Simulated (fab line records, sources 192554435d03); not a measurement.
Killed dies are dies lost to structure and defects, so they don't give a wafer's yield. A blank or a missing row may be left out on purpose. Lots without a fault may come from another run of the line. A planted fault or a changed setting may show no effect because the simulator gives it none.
Chamber matching | flow n5_finfet | N5_BEOL_M1_STRIP_66 on rie_diel-02: 4 sister chambers
The step strips in CF4. 4 wafers are shown with their chamber, then 11 later ones without.

WAFERS WITH THEIR CHAMBER
wafer  | chamber | drypump_motor_current_A (A)
L085.6 | 2       | 6.1
L087.2 | 0       | 4.8
L090.5 | 3       | 5.9
L091.1 | 1       | 5.6

WAFERS WITHOUT THEIR CHAMBER
wafer  | drypump_motor_current_A (A)
L091.4 | 5.9
L091.6 | 5.6
L092.1 | 5.9
L092.2 | 6.0
L092.5 | 4.8
L096.1 | 5.9
L096.2 | 4.8
L096.3 | 5.6
L095.1 | 5.5
L095.2 | 6.0
L095.4 | 5.9

WHICH CHAMBER EACH WENT THROUGH
wafer  | from the rows above     | in truth
L091.4 | 3                       | 3
L091.6 | 1                       | 1
L092.1 | 3                       | 3
L092.2 | can't be placed: 2 or 3 | 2
L092.5 | 0                       | 0
L096.1 | 3                       | 3
L096.2 | 0                       | 0
L096.3 | 1                       | 1
L095.1 | 1                       | 1
L095.2 | can't be placed: 2 or 3 | 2
L095.4 | 3                       | 3
Placed correctly: 9 of 11. Can't be placed from these rows: 2 (the true chamber is among the candidates in 2). Placed wrongly: 0.
How it was worked out, from the rows above alone: a wafer's distance from a chamber is the root of the sum, over the readings, of the square of ((its reading less the chamber's mean) divided by the reading's scatter). The wafer belongs to the nearest chamber; if the next one is less than 2 further off, it can't be placed. A chamber's mean is the mean of its shown wafers. The scatter: with one shown wafer a chamber, the root of the mean of the squares of how far each hidden wafer lies from its nearest shown one.
